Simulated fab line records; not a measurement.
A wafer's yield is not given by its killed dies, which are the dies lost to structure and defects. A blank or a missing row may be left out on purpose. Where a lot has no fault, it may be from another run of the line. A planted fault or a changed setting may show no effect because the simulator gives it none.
fab line records :: flow nandHarc :: part 2 of 2: steps 28 to 35 of 35
record:
  lots: 5
  wafers: 15
  lastDay: 33
route steps=1302 shown P_GATE@212 P_CONTACT@217
lots with no fault: from the same line, run without faults
startH: the number of hours between the record's first day and the start of the first shown wafer of the lot :: waitH: how many hours have passed since the lot's step before this one :: " identical to the entry in the row above :: L1.1+2: a row that stands for several wafers :: - no value, or no start was given :: * or withheld: withheld :: < > ~ a bound
route shown NAME@n: a module of which the file shows steps, and the number in the route of the first :: usual: the fault-free wafers' mean and standard deviation :: same: alike in all rows :: chamber/n: place in a boat :: sites: each site's reading :: _std_site: the values' standard deviation :: _edge_site: outer sites' mean less inner sites' :: radiusMm: for every site, how far away it sits from the centre of the wafer :: mask NAME#n: copy n :: behind: the last tool/chamber to shape the wafer :: hold: why the lot went on hold/how many hours it stayed there/how the hold came to an end :: device: the transistor (n, p or np) that didn't switch :: end of line: the same wafers' tests at the end of the route :: a step without rows: its recipe alone :: killed: dies that structure and defects cost at the first sort, which is not the same as the wafer's yield :: map: the dies of a wafer, with x for killed, . for not killed, _ for no die there
set.NAME: the setting that was run; set.NAME@STEP: the one run at that earlier step :: model.NAME: the simulator's own value behind a step, which no gauge read
lots seen at some steps along the route; tables by step, rows by wafer
services: when a tool's chamber went out of use (startH, in hours from the record's first day, below 0 if earlier), for how many hours, and the reason
== steps ==
step: NHARC_P_CONTACT_ETCH_31
recipe:
  targetDepthA: 300
  timeS: 85.7
  ionEnergyEv: 120
  overEtchFrac: 1
  ch3fFlowSccm: 50
  o2FlowSccm: 30
  arFlowSccm: 200
  rfW: 500
  biasW: 100
  chemistry: CH3F/O2
usual:
  ch3fFlowSccm: 50.03/0.14
  drypumpMotorCurrentA: 5.7/0.46
  mfcArSccm: 200.0/0.64
  oesProductAu: 0.978/0.013
  rfVppV: 245.2/1.4
  showerheadPlenumPTorr: 2.52/0.081
  throttleValvePct: 20.663/0.009
lot.wafer: L077.4
tool: rieDiel-02
chamber: 0
startH: -
waitH: -
ch3fFlowSccm: 49.93
drypumpMotorCurrentA: 5.6
mfcArSccm: 201.0
oesProductAu: 0.977
rfHoursCounterH: 2.5
rfVppV: 242.9
showerheadPlenumPTorr: 2.46
throttleValvePct: 20.673

lot.wafer: L077.5
tool: rieDiel-02
chamber: 0
startH: -
waitH: -
ch3fFlowSccm: 49.85
drypumpMotorCurrentA: 5.6
mfcArSccm: 200.7
oesProductAu: 0.981
rfHoursCounterH: -
rfVppV: 244.7
showerheadPlenumPTorr: 2.46
throttleValvePct: 20.658

lot.wafer: L077.6
tool: rieDiel-02
chamber: 1
startH: -
waitH: -
ch3fFlowSccm: 50.25
drypumpMotorCurrentA: 5.8
mfcArSccm: 198.7
oesProductAu: 0.990
rfHoursCounterH: -
rfVppV: 244.8
showerheadPlenumPTorr: 2.55
throttleValvePct: 20.673

lot.wafer: L083.4
tool: rieDiel-02
chamber: 1
startH: -
waitH: -
ch3fFlowSccm: 49.79
drypumpMotorCurrentA: 5.8
mfcArSccm: 198.8
oesProductAu: 0.980
rfHoursCounterH: 4.0
rfVppV: 245.5
showerheadPlenumPTorr: 2.55
throttleValvePct: 20.682

lot.wafer: L083.2
tool: rieDiel-02
chamber: 2
startH: -
waitH: -
ch3fFlowSccm: 49.92
drypumpMotorCurrentA: 5.9
mfcArSccm: 200.7
oesProductAu: 0.986
rfHoursCounterH: 4.2
rfVppV: 246.7
showerheadPlenumPTorr: 2.59
throttleValvePct: 20.646

lot.wafer: L083.5
tool: rieDiel-02
chamber: 3
startH: -
waitH: -
ch3fFlowSccm: 50.30
drypumpMotorCurrentA: 5.8
mfcArSccm: 199.8
oesProductAu: 1.003
rfHoursCounterH: -
rfVppV: 245.7
showerheadPlenumPTorr: 2.60
throttleValvePct: 20.659

lot.wafer: L093.1
tool: rieDiel-02
chamber: 3
startH: -
waitH: -
ch3fFlowSccm: 50.16
drypumpMotorCurrentA: 5.9
mfcArSccm: 199.8
oesProductAu: 0.999
rfHoursCounterH: 3.2
rfVppV: 245.8
showerheadPlenumPTorr: 2.60
throttleValvePct: 20.648

lot.wafer: L093.3
tool: rieDiel-02
chamber: 1
startH: -
waitH: -
ch3fFlowSccm: 50.07
drypumpMotorCurrentA: 5.8
mfcArSccm: 200.1
oesProductAu: 0.973
rfHoursCounterH: 3.1
rfVppV: 244.9
showerheadPlenumPTorr: 2.55
throttleValvePct: 20.674

lot.wafer: L093.6
tool: rieDiel-02
chamber: 3
startH: -
waitH: -
ch3fFlowSccm: 50.11
drypumpMotorCurrentA: 5.9
mfcArSccm: 200.2
oesProductAu: 0.988
rfHoursCounterH: -
rfVppV: 247.6
showerheadPlenumPTorr: 2.60
throttleValvePct: 20.671

lot.wafer: L094.2
tool: rieDiel-02
chamber: 3
startH: -
waitH: -
ch3fFlowSccm: 50.06
drypumpMotorCurrentA: 5.8
mfcArSccm: 199.6
oesProductAu: 0.959
rfHoursCounterH: 3.6
rfVppV: 246.2
showerheadPlenumPTorr: 2.60
throttleValvePct: 20.682

lot.wafer: L094.5
tool: rieDiel-02
chamber: 3
startH: -
waitH: -
ch3fFlowSccm: 50.15
drypumpMotorCurrentA: 5.8
mfcArSccm: 200.2
oesProductAu: 0.966
rfHoursCounterH: -
rfVppV: 247.3
showerheadPlenumPTorr: 2.60
throttleValvePct: 20.670

lot.wafer: L094.6
tool: rieDiel-02
chamber: 0
startH: -
waitH: -
ch3fFlowSccm: 50.27
drypumpMotorCurrentA: 5.7
mfcArSccm: 199.2
oesProductAu: 0.939
rfHoursCounterH: -
rfVppV: 244.5
showerheadPlenumPTorr: 2.46
throttleValvePct: 20.647

lot.wafer: L095.4
tool: rieDiel-07
chamber: 3
startH: -
waitH: -
ch3fFlowSccm: 49.99
drypumpMotorCurrentA: 6.1
mfcArSccm: 199.6
oesProductAu: 0.972
rfHoursCounterH: 2.2
rfVppV: 242.5
showerheadPlenumPTorr: 2.49
throttleValvePct: 20.657

lot.wafer: L095.2
tool: rieDiel-07
chamber: 2
startH: -
waitH: -
ch3fFlowSccm: 49.62
drypumpMotorCurrentA: 6.5
mfcArSccm: 200.3
oesProductAu: 0.965
rfHoursCounterH: 1.8
rfVppV: 243.1
showerheadPlenumPTorr: 2.38
throttleValvePct: 20.673

lot.wafer: L095.6
tool: rieDiel-07
chamber: 0
startH: -
waitH: -
ch3fFlowSccm: 50.09
drypumpMotorCurrentA: 5.5
mfcArSccm: 200.3
oesProductAu: 0.966
rfHoursCounterH: -
rfVppV: 247.0
showerheadPlenumPTorr: 2.56
throttleValvePct: 20.662
step: NHARC_P_CONTACT_CD_MEAS_19
usual:
  cdNm: 89.4/1.5
lot.wafer: L077.4
tool: cdSem-02
chamber: -
startH: 151.50
waitH: -
cdNm: 90.0

lot.wafer: L077.5
tool: cdSem-02
chamber: -
startH: 151.50
waitH: -
cdNm: 90.5

lot.wafer: L077.6
tool: cdSem-02
chamber: -
startH: 151.50
waitH: -
cdNm: 89.4

lot.wafer: L083.2
tool: cdSem-03
chamber: -
startH: 204.38
waitH: -
cdNm: 90.5

lot.wafer: L083.4
tool: cdSem-03
chamber: -
startH: 204.38
waitH: -
cdNm: 90.7

lot.wafer: L083.5
tool: cdSem-03
chamber: -
startH: 204.38
waitH: -
cdNm: 89.6

lot.wafer: L093.1
tool: cdSem-01
chamber: -
startH: 316.90
waitH: -
cdNm: 90.2

lot.wafer: L093.3
tool: cdSem-01
chamber: -
startH: 316.90
waitH: -
cdNm: 88.5

lot.wafer: L093.6
tool: cdSem-01
chamber: -
startH: 316.90
waitH: -
cdNm: 88.5

lot.wafer: L094.2
tool: cdSem-03
chamber: -
startH: 324.09
waitH: -
cdNm: 91.1

lot.wafer: L094.5
tool: cdSem-03
chamber: -
startH: 324.09
waitH: -
cdNm: 89.8

lot.wafer: L094.6
tool: cdSem-03
chamber: -
startH: 324.09
waitH: -
cdNm: 87.7

lot.wafer: L095.2
tool: cdSem-01
chamber: -
startH: 336.36
waitH: -
cdNm: 90.1

lot.wafer: L095.4
tool: cdSem-01
chamber: -
startH: 336.36
waitH: -
cdNm: 89.6

lot.wafer: L095.6
tool: cdSem-01
chamber: -
startH: 336.36
waitH: -
cdNm: 91.3
step: NHARC_P_CONTACT_STRIP_28
recipe:
  o2FlowSccm: 500
  arFlowSccm: 0
  biasW: 0
  chemistry: O2
usual:
  drypumpMotorCurrentA: 5.8/0.43
  mfcArSccm: 0.013/0.013
  oesProductAu: 1.001/0.0075
  rfVppV: 58.1/0.97
  showerheadPlenumPTorr: 3.61/0.11
  throttleValvePct: 17.038/0.0084
lot.wafer: L077.4
tool: rieDiel-12
chamber: 2
startH: 151.58
waitH: 0.1
drypumpMotorCurrentA: 6.4
mfcArSccm: 0.008
oesProductAu: 0.987
rfHoursCounterH: 1.8
rfVppV: 56.2
showerheadPlenumPTorr: 3.40
throttleValvePct: 17.041

lot.wafer: L077.5
tool: rieDiel-12
chamber: 1
startH: 151.58
waitH: 0.1
drypumpMotorCurrentA: 5.3
mfcArSccm: 0.014
oesProductAu: 0.990
rfHoursCounterH: -
rfVppV: 57.2
showerheadPlenumPTorr: 3.58
throttleValvePct: 17.041

lot.wafer: L077.6
tool: rieDiel-12
chamber: 2
startH: 151.58
waitH: 0.1
drypumpMotorCurrentA: 6.4
mfcArSccm: 0.008
oesProductAu: 0.993
rfHoursCounterH: -
rfVppV: 56.1
showerheadPlenumPTorr: 3.40
throttleValvePct: 17.059

lot.wafer: L083.2
tool: rieDiel-12
chamber: 1
startH: 204.47
waitH: 0.1
drypumpMotorCurrentA: 5.2
mfcArSccm: 0.014
oesProductAu: 1.015
rfHoursCounterH: 3.6
rfVppV: 58.9
showerheadPlenumPTorr: 3.58
throttleValvePct: 17.049

lot.wafer: L083.4
tool: rieDiel-12
chamber: 1
startH: 204.47
waitH: 0.1
drypumpMotorCurrentA: 5.3
mfcArSccm: 0.014
oesProductAu: 0.993
rfHoursCounterH: -
rfVppV: 58.5
showerheadPlenumPTorr: 3.58
throttleValvePct: 17.038

lot.wafer: L083.5
tool: rieDiel-12
chamber: 2
startH: 204.47
waitH: 0.1
drypumpMotorCurrentA: 6.3
mfcArSccm: 0.008
oesProductAu: 1.003
rfHoursCounterH: -
rfVppV: 55.8
showerheadPlenumPTorr: 3.40
throttleValvePct: 17.020

lot.wafer: L093.3
tool: rieDiel-12
chamber: 2
startH: 316.99
waitH: 0.1
drypumpMotorCurrentA: 6.4
mfcArSccm: 0.008
oesProductAu: 1.000
rfHoursCounterH: 1.3
rfVppV: 58.0
showerheadPlenumPTorr: 3.40
throttleValvePct: 17.031

lot.wafer: L093.1
tool: rieDiel-12
chamber: 3
startH: 316.99
waitH: 0.1
drypumpMotorCurrentA: 5.0
mfcArSccm: 0
oesProductAu: 1.009
rfHoursCounterH: 1.4
rfVppV: 57.5
showerheadPlenumPTorr: 3.64
throttleValvePct: 17.030

lot.wafer: L093.6
tool: rieDiel-12
chamber: 1
startH: 316.99
waitH: 0.1
drypumpMotorCurrentA: 5.3
mfcArSccm: 0.014
oesProductAu: 1.007
rfHoursCounterH: -
rfVppV: 58.2
showerheadPlenumPTorr: 3.58
throttleValvePct: 17.045

lot.wafer: L094.2
tool: rieDiel-02
chamber: 3
startH: 324.18
waitH: 0.1
drypumpMotorCurrentA: 5.9
mfcArSccm: 0
oesProductAu: 1.004
rfHoursCounterH: 3.6
rfVppV: 57.1
showerheadPlenumPTorr: 3.72
throttleValvePct: 17.042

lot.wafer: L094.6
tool: rieDiel-02
chamber: 2
startH: 324.18
waitH: 0.1
drypumpMotorCurrentA: 6.0
mfcArSccm: 0.015
oesProductAu: 0.998
rfHoursCounterH: -
rfVppV: 57.8
showerheadPlenumPTorr: 3.70
throttleValvePct: 17.038

lot.wafer: L094.5
tool: rieDiel-02
chamber: 3
startH: 324.18
waitH: 0.1
drypumpMotorCurrentA: 5.9
mfcArSccm: 0
oesProductAu: 1.013
rfHoursCounterH: -
rfVppV: 58.5
showerheadPlenumPTorr: 3.72
throttleValvePct: 17.033

lot.wafer: L095.2
tool: rieDiel-02
chamber: 3
startH: 336.44
waitH: 0.1
drypumpMotorCurrentA: 5.9
mfcArSccm: 0
oesProductAu: 1.014
rfHoursCounterH: 3.9
rfVppV: 58.8
showerheadPlenumPTorr: 3.72
throttleValvePct: 17.037

lot.wafer: L095.4
tool: rieDiel-02
chamber: 0
startH: 336.44
waitH: 0.1
drypumpMotorCurrentA: 5.6
mfcArSccm: 0
oesProductAu: 1.008
rfHoursCounterH: 3.1
rfVppV: 57.1
showerheadPlenumPTorr: 3.53
throttleValvePct: 17.037

lot.wafer: L095.6
tool: rieDiel-02
chamber: 3
startH: 336.44
waitH: 0.1
drypumpMotorCurrentA: 5.8
mfcArSccm: 0
oesProductAu: 0.996
rfHoursCounterH: -
rfVppV: 57.4
showerheadPlenumPTorr: 3.72
throttleValvePct: 17.034
step: NHARC_P_CONTACT_STRIP_29
recipe:
  timeS: 1200
  tempC: 72.5
  chemistry: postEtchResidueRemover
lot.wafer: L077.6+4+5
tool: wetBench-09
chamber: 7,1,3
startH: 151.75
waitH: -

lot.wafer: L083.4+2+5
tool: wetBench-06
chamber: 5,1,2
startH: 204.66
waitH: 0.1

lot.wafer: L093.1+3+6
tool: wetBench-03
chamber: 6,7,0
startH: 317.19
waitH: -

lot.wafer: L094.6+5+2
tool: wetBench-09
chamber: 0,2,4
startH: 324.36
waitH: -

lot.wafer: L095.2+4+6
tool: wetBench-03
chamber: 4,5,7
startH: 336.63
waitH: -
step: NHARC_P_CONTACT_DEGAS_38
recipe:
  tempC: 300
  timeS: 60
usual:
  heaterPowerW: 459/45
lot.wafer: L077.4
tool: pvdSputter-01
chamber: -
startH: 152.21
waitH: -
heaterPowerW: 465

lot.wafer: L077.6
tool: pvdSputter-01
chamber: -
startH: 152.21
waitH: -
heaterPowerW: 540

lot.wafer: L077.5
tool: pvdSputter-01
chamber: -
startH: 152.21
waitH: -
heaterPowerW: 422

lot.wafer: L083.2
tool: pvdSputter-01
chamber: -
startH: 205.12
waitH: -
heaterPowerW: 535

lot.wafer: L083.4
tool: pvdSputter-01
chamber: -
startH: 205.12
waitH: -
heaterPowerW: 421

lot.wafer: L083.5
tool: pvdSputter-01
chamber: -
startH: 205.12
waitH: -
heaterPowerW: 501

lot.wafer: L093.3
tool: pvdSputter-02
chamber: -
startH: 317.62
waitH: -
heaterPowerW: 390

lot.wafer: L093.1
tool: pvdSputter-02
chamber: -
startH: 317.62
waitH: -
heaterPowerW: 503

lot.wafer: L093.6
tool: pvdSputter-02
chamber: -
startH: 317.62
waitH: -
heaterPowerW: 488

lot.wafer: L094.2
tool: pvdSputter-03
chamber: -
startH: 324.80
waitH: -
heaterPowerW: 437

lot.wafer: L094.5
tool: pvdSputter-03
chamber: -
startH: 324.80
waitH: -
heaterPowerW: 439

lot.wafer: L094.6
tool: pvdSputter-03
chamber: -
startH: 324.80
waitH: -
heaterPowerW: 422

lot.wafer: L095.2
tool: pvdSputter-02
chamber: -
startH: 337.06
waitH: -
heaterPowerW: 491

lot.wafer: L095.4
tool: pvdSputter-02
chamber: -
startH: 337.06
waitH: -
heaterPowerW: 399

lot.wafer: L095.6
tool: pvdSputter-02
chamber: -
startH: 337.06
waitH: -
heaterPowerW: 505
step: NHARC_P_CONTACT_PRE_CLEAN_39
recipe:
  timeS: 19.5
  biasV: 250
  gas: Ar
lot.wafer: L077.4+6+5
tool: pvdSputter-01
chamber: -
startH: -
waitH: -

lot.wafer: L083.4+2+5
tool: pvdSputter-01
chamber: -
startH: -
waitH: -

lot.wafer: L093.1+3+6
tool: pvdSputter-02
chamber: -
startH: -
waitH: -

lot.wafer: L094.2+6+5
tool: pvdSputter-03
chamber: -
startH: -
waitH: -

lot.wafer: L095.2+4+6
tool: pvdSputter-02
chamber: -
startH: -
waitH: -
step: NHARC_P_CONTACT_PVD_32
recipe:
  targetThkA: 50
  chamberPressurePa: 5
  powerW: 5000
  substrateTempC: 200
  timeS: 17.7
  material: Ti
usual:
  cathodeDcPowerW: 5000.0/0.93
  throttleValvePct: 29.5/1
lot.wafer: L077.4
tool: pvdSputter-01
chamber: -
startH: -
waitH: -
cathodeDcPowerW: 4999.3
throttleValvePct: 28.0

lot.wafer: L077.6
tool: pvdSputter-01
chamber: -
startH: -
waitH: -
cathodeDcPowerW: 4999.4
throttleValvePct: 30.0

lot.wafer: L077.5
tool: pvdSputter-01
chamber: -
startH: -
waitH: -
cathodeDcPowerW: 5000.1
throttleValvePct: 27.6

lot.wafer: L083.4
tool: pvdSputter-01
chamber: -
startH: -
waitH: -
cathodeDcPowerW: 4999.3
throttleValvePct: 29.9

lot.wafer: L083.2
tool: pvdSputter-01
chamber: -
startH: -
waitH: -
cathodeDcPowerW: 5000.6
throttleValvePct: 30.4

lot.wafer: L083.5
tool: pvdSputter-01
chamber: -
startH: -
waitH: -
cathodeDcPowerW: 5001.6
throttleValvePct: 30.1

lot.wafer: L093.1
tool: pvdSputter-02
chamber: -
startH: -
waitH: -
cathodeDcPowerW: 5000.2
throttleValvePct: 28.9

lot.wafer: L093.3
tool: pvdSputter-02
chamber: -
startH: -
waitH: -
cathodeDcPowerW: 5001.8
throttleValvePct: 29.9

lot.wafer: L093.6
tool: pvdSputter-02
chamber: -
startH: -
waitH: -
cathodeDcPowerW: 4999.9
throttleValvePct: 29.6

lot.wafer: L094.2
tool: pvdSputter-03
chamber: -
startH: -
waitH: -
cathodeDcPowerW: 4998.1
throttleValvePct: 30.1

lot.wafer: L094.6
tool: pvdSputter-03
chamber: -
startH: -
waitH: -
cathodeDcPowerW: 4999.3
throttleValvePct: 29.6

lot.wafer: L094.5
tool: pvdSputter-03
chamber: -
startH: -
waitH: -
cathodeDcPowerW: 4999.4
throttleValvePct: 26.8

lot.wafer: L095.2
tool: pvdSputter-02
chamber: -
startH: -
waitH: -
cathodeDcPowerW: 5000.0
throttleValvePct: 30.2

lot.wafer: L095.4
tool: pvdSputter-02
chamber: -
startH: -
waitH: -
cathodeDcPowerW: 4999.0
throttleValvePct: 29.6

lot.wafer: L095.6
tool: pvdSputter-02
chamber: -
startH: -
waitH: -
cathodeDcPowerW: 4999.9
throttleValvePct: 30.1
step: NHARC_P_CONTACT_ALD_22
recipe:
  targetThkA: 30
  pulseTimeS: 1
  aldCycles: 150
  tempC: 450
  material: TiN
usual:
  heaterPowerW: 1078/100
  precursorPulseHeightRel: 0.999/0.019
same:
  aldCycles: 150
  pulseTimeS: 1
lot.wafer: L077.4
tool: aldMetal-01
chamber: 3
startH: 152.46
waitH: -
heaterPowerW: 1144
precursorPulseHeightRel: 0.988

lot.wafer: L077.6
tool: aldMetal-01
chamber: 2
startH: 152.46
waitH: -
heaterPowerW: 1052
precursorPulseHeightRel: 0.966

lot.wafer: L077.5
tool: aldMetal-01
chamber: 3
startH: 152.46
waitH: -
heaterPowerW: 1147
precursorPulseHeightRel: 0.994

lot.wafer: L083.4
tool: aldMetal-01
chamber: 2
startH: 205.37
waitH: -
heaterPowerW: 1099
precursorPulseHeightRel: 0.987

lot.wafer: L083.2
tool: aldMetal-01
chamber: 3
startH: 205.37
waitH: -
heaterPowerW: 1080
precursorPulseHeightRel: 1.036

lot.wafer: L083.5
tool: aldMetal-01
chamber: 2
startH: 205.37
waitH: -
heaterPowerW: 1063
precursorPulseHeightRel: 1.000

lot.wafer: L093.1
tool: aldMetal-01
chamber: 3
startH: 317.87
waitH: -
heaterPowerW: 1130
precursorPulseHeightRel: 0.989

lot.wafer: L093.3
tool: aldMetal-01
chamber: 1
startH: 317.87
waitH: -
heaterPowerW: 1217
precursorPulseHeightRel: 0.998

lot.wafer: L093.6
tool: aldMetal-01
chamber: 2
startH: 317.87
waitH: -
heaterPowerW: 1056
precursorPulseHeightRel: 0.995

lot.wafer: L094.2
tool: aldMetal-03
chamber: 2
startH: 325.07
waitH: -
heaterPowerW: 1074
precursorPulseHeightRel: 0.992

lot.wafer: L094.5
tool: aldMetal-03
chamber: 1
startH: 325.07
waitH: -
heaterPowerW: 992
precursorPulseHeightRel: 0.976

lot.wafer: L094.6
tool: aldMetal-03
chamber: 2
startH: 325.07
waitH: -
heaterPowerW: 1080
precursorPulseHeightRel: 0.999

lot.wafer: L095.4
tool: aldMetal-02
chamber: 2
startH: 337.31
waitH: -
heaterPowerW: 1332
precursorPulseHeightRel: 0.967

lot.wafer: L095.2
tool: aldMetal-02
chamber: 1
startH: 337.31
waitH: -
heaterPowerW: 1145
precursorPulseHeightRel: 1.019

lot.wafer: L095.6
tool: aldMetal-02
chamber: 3
startH: 337.31
waitH: -
heaterPowerW: 1083
precursorPulseHeightRel: 1.005
== services ==
tool: rieDiel-02
chamber: 0
startH: 135.11
hours: 7.3
kind: repair

tool: pvdSputter-02
chamber: -
startH: 150.74
hours: 3.4
kind: repair

tool: rieDiel-07
chamber: 2
startH: 152.82
hours: 14.4
kind: repair

tool: lithoTrack-01
chamber: -
startH: 155.00
hours: 7.0
kind: pm

tool: pvdSputter-02
chamber: -
startH: 172.72
hours: 1.0
kind: repair

tool: pecvd-02
chamber: 2
startH: 176.09
hours: 4.2
kind: repair

tool: lithoTrack-06
chamber: -
startH: 179.00
hours: 7.0
kind: pm

tool: pvdSputter-01
chamber: -
startH: 180.58
hours: 1.8
kind: repair

tool: lithoTrack-04
chamber: -
startH: 203.01
hours: 7.0
kind: pm

tool: rieDiel-02
chamber: 0
startH: 209.87
hours: 11.0
kind: repair

tool: rieDiel-07
chamber: 0
startH: 212.98
hours: 8.6
kind: repair

tool: rieDiel-02
chamber: -
startH: 216.70
hours: 9.0
kind: pm

tool: pvdSputter-01
chamber: -
startH: 226.04
hours: 10.0
kind: pm

tool: pecvd-02
chamber: -
startH: 227.02
hours: 13.0
kind: pm

tool: rieDiel-02
chamber: 0
startH: 266.76
hours: 11.7
kind: repair

tool: pecvd-02
chamber: 1
startH: 269.22
hours: 14.4
kind: repair

tool: pvdSputter-02
chamber: -
startH: 282.07
hours: 10.0
kind: pm

tool: rieDiel-07
chamber: -
startH: 294.20
hours: 9.0
kind: pm

tool: pvdSputter-02
chamber: -
startH: 295.20
hours: 1.3
kind: repair

tool: rieDiel-07
chamber: 0
startH: 306.84
hours: 2.5
kind: repair

tool: pecvd-02
chamber: -
startH: 307.47
hours: 1.5
kind: repair

tool: rieDiel-02
chamber: -
startH: 319.61
hours: 0.5
kind: repair

tool: rieDiel-02
chamber: 2
startH: 329.30
hours: 1.9
kind: repair

tool: lithoTrack-01
chamber: -
startH: 330.00
hours: 7.0
kind: pm
